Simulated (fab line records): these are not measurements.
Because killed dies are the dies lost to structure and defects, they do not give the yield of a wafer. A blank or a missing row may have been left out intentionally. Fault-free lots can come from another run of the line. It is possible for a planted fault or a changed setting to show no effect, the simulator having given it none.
Chamber matching -- flow n5_finfet -- rie_diel-05 running N5_FIN_SAQP_SPACER2_ETCHBACK_29: 4 sister chambers
The step etches SiO2 in CHF3/O2, target depth 12.2 nm, time 6.1 s. 4 wafers are shown with their chamber, then 7 later ones without.

== WAFERS WITH THEIR CHAMBER ==
wafer,chamber,drypump_motor_current_A (A)
L085.5,3,5.2
L088.3,2,6.6
L088.4,0,5.8
L089.4,1,5.6

== WAFERS WHOSE CHAMBER IS MISSING ==
wafer,drypump_motor_current_A (A)
L089.5,6.6
L090.1,5.7
L090.3,6.5
L090.5,5.2
L096.1,5.8
L096.4,5.2
L096.5,5.6

== THE CHAMBER EACH PASSED THROUGH ==
wafer,from the rows above,in truth
L089.5,2,2
L090.1,can't be placed: 0 or 1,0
L090.3,2,2
L090.5,3,3
L096.1,0,0
L096.4,3,3
L096.5,1,1
Correctly placed: 6 of 7. Cannot be placed on the basis of these rows: 1; the candidates contain the true chamber in 1. Number placed wrongly: 0.
How it was worked out, from the rows above alone: a wafer's distance from a chamber is the root of the sum, over the readings, of the square of ((its reading less the chamber's mean) divided by the reading's scatter). The wafer belongs to the nearest chamber; if the next one is less than 2 further off, it can't be placed. For every chamber, the mean is computed from those of its wafers that are shown. The scatter (one wafer shown for each chamber): square how far every hidden wafer sits from the nearest shown wafer, average those squares and take the square root.
